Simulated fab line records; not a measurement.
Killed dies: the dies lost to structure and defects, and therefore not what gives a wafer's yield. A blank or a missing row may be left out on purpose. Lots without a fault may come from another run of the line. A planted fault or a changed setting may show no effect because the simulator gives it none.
Chamber matching + flow n5-finfet + 4 sister chambers for N5_BEOL_M8_STRIP_36 on rie-diel-04
The step strips in N2/H2. 8 wafers are shown with their chamber, then 12 later ones without.

WAFERS WITH THEIR CHAMBER
| wafer  | chamber | throttle-valve-pct (%) | drypump-motor-current-A (A) |
|--------|---------|------------------------|-----------------------------|
| L079.6 | 3       | 23.78                  | 5.5                         |
| L081.5 | 1       | 23.96                  | 5.5                         |
| L084.1 | 1       | 23.97                  | 5.5                         |
| L084.2 | 2       | 23.42                  | 5.1                         |
| L084.3 | 3       | 23.78                  | 5.5                         |
| L088.1 | 2       | 23.42                  | 5.2                         |
| L088.3 | 0       | 23.08                  | 6.3                         |
| L088.4 | 0       | 23.05                  | 6.3                         |

WAFERS MISSING THEIR CHAMBER
| wafer  | throttle-valve-pct (%) | drypump-motor-current-A (A) |
|--------|------------------------|-----------------------------|
| L091.2 | 23.44                  | 5.2                         |
| L091.5 | 23.43                  | 5.2                         |
| L091.6 | 23.78                  | 5.5                         |
| L092.1 | 23.07                  | 6.3                         |
| L092.4 | 23.99                  | 5.5                         |
| L092.6 | 23.43                  | 5.1                         |
| L094.1 | 23.06                  | 6.3                         |
| L094.2 | 23.81                  | 5.5                         |
| L094.6 | 23.80                  | 5.5                         |
| L097.1 | 23.44                  | 5.1                         |
| L097.2 | 23.83                  | 5.5                         |
| L097.5 | 23.45                  | 5.2                         |

WHICH CHAMBER EACH ONE RAN IN
| wafer  | from the rows above | in truth |
|--------|---------------------|----------|
| L091.2 | 2                   | 2        |
| L091.5 | 2                   | 2        |
| L091.6 | 3                   | 3        |
| L092.1 | 0                   | 0        |
| L092.4 | 1                   | 1        |
| L092.6 | 2                   | 2        |
| L094.1 | 0                   | 0        |
| L094.2 | 3                   | 3        |
| L094.6 | 3                   | 3        |
| L097.1 | 2                   | 2        |
| L097.2 | 3                   | 3        |
| L097.5 | 2                   | 2        |
Correctly placed: 12 of 12. From these rows, 0 cannot be placed. 0 placed wrongly.
How it was worked out, from the rows above alone: a wafer's distance from a chamber is the root of the sum, over the readings, of the square of ((its reading less the chamber's mean) divided by the reading's scatter). If the next closest chamber is less than 2 further off than the closest, the wafer can't be placed; otherwise it belongs to the closest. Each chamber's mean is taken over the wafers shown for it. The scatter is the square root of a quotient: the sum, over the shown wafers, of each reading's squared deviation from its chamber's mean, divided by wafers minus chambers.
